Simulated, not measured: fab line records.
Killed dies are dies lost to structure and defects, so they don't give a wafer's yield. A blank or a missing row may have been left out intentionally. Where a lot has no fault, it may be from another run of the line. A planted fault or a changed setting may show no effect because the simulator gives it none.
Matching of chambers + flow n5 finfet + rie diel-01 running N5_MOL_CONTACT_COAG_ETCH_65: 4 sister chambers
The step etches underlayer in N2/H2, target depth 13 nm, time 10.4 s. 22 wafers are shown with their chamber, then 11 later ones without.

== WAFERS PAIRED WITH THEIR CHAMBERS ==
| wafer  | chamber | showerhead plenum p Torr (Torr) | drypump motor current A (A) | throttle valve pct (%) |
|--------|---------|---------------------------------|-----------------------------|------------------------|
| L074.2 | 0       | 2.60                            | 6.2                         | 17.90                  |
| L074.3 | 3       | 2.43                            | 5.0                         | 17.72                  |
| L074.5 | 0       | 2.60                            | 6.2                         | 17.89                  |
| L076.1 | 3       | 2.42                            | 5.1                         | 17.70                  |
| L076.4 | 2       | 2.55                            | 5.1                         | 18.29                  |
| L076.5 | 0       | 2.60                            | 6.3                         | 17.89                  |
| L082.2 | 1       | 2.70                            | 5.8                         | 17.75                  |
| L082.4 | 2       | 2.55                            | 5.1                         | 18.32                  |
| L082.5 | 1       | 2.70                            | 5.8                         | 17.76                  |
| L084.1 | 3       | 2.42                            | 5.0                         | 17.75                  |
| L084.4 | 2       | 2.55                            | 5.1                         | 18.32                  |
| L084.6 | 1       | 2.70                            | 5.8                         | 17.75                  |
| L085.1 | 3       | 2.42                            | 5.0                         | 17.73                  |
| L085.2 | 0       | 2.59                            | 6.2                         | 17.91                  |
| L085.4 | 1       | 2.70                            | 5.8                         | 17.77                  |
| L087.1 | 1       | 2.70                            | 5.8                         | 17.76                  |
| L087.2 | 0       | 2.59                            | 6.2                         | 17.93                  |
| L087.4 | 3       | 2.42                            | 5.0                         | 17.73                  |
| L088.1 | 0       | 2.59                            | 6.3                         | 17.92                  |
| L088.2 | 1       | 2.69                            | 5.8                         | 17.76                  |
| L088.6 | 0       | 2.59                            | 6.3                         | 17.92                  |
| L090.1 | 1       | 2.69                            | 5.8                         | 17.79                  |

SIGNATURES (means of the wafers above)
| reading                  | chamber 0 | chamber 1 | chamber 2 | chamber 3 | scatter within a chamber |
|--------------------------|-----------|-----------|-----------|-----------|--------------------------|
| showerhead plenum p Torr | 2.5943    | 2.6971    | 2.5500    | 2.4220    | 0.00468                  |
| drypump motor current A  | 6.243     | 5.800     | 5.100     | 5.020     | 0.0374                   |
| throttle valve pct       | 17.9086   | 17.7629   | 18.3100   | 17.7260   | 0.0159                   |
Rule: a wafer lies at a distance from a chamber equal to the root of the sum of squares, over the readings, of (its reading less the chamber's mean, divided by the reading's scatter). If the next closest chamber is less than 2 further off than the closest, the wafer can't be placed; otherwise it belongs to the closest. The scatter is the square root of a quotient: the sum, over the shown wafers, of each reading's squared deviation from its chamber's mean, divided by wafers minus chambers.

== WAFERS WITHOUT THEIR CHAMBER ==
| wafer  | showerhead plenum p Torr (Torr) | drypump motor current A (A) | throttle valve pct (%) |
|--------|---------------------------------|-----------------------------|------------------------|
| L090.3 | 2.55                            | 5.1                         | 18.33                  |
| L090.5 | 2.69                            | 5.8                         | 17.79                  |
| L091.1 | 2.55                            | 5.1                         | 18.34                  |
| L091.4 | 2.59                            | 6.3                         | 17.94                  |
| L091.5 | 2.55                            | 5.1                         | 18.33                  |
| L095.2 | 2.69                            | 5.8                         | 17.79                  |
| L095.4 | 2.69                            | 5.8                         | 17.80                  |
| L095.5 | 2.54                            | 5.1                         | 18.35                  |
| L096.2 | 2.68                            | 5.8                         | 17.81                  |
| L096.3 | 2.54                            | 5.1                         | 18.37                  |
| L096.4 | 2.41                            | 5.0                         | 17.80                  |

== EACH ONE'S CHAMBER ==
| wafer  | from the rows above | in truth |
|--------|---------------------|----------|
| L090.3 | 2                   | 2        |
| L090.5 | 1                   | 1        |
| L091.1 | 2                   | 2        |
| L091.4 | 0                   | 0        |
| L091.5 | 2                   | 2        |
| L095.2 | 1                   | 1        |
| L095.4 | 1                   | 1        |
| L095.5 | 2                   | 2        |
| L096.2 | 1                   | 1        |
| L096.3 | 2                   | 2        |
| L096.4 | 3                   | 3        |
Correctly placed: 11 of 11. Left unplaced by these rows: 0. Wrongly placed: 0.
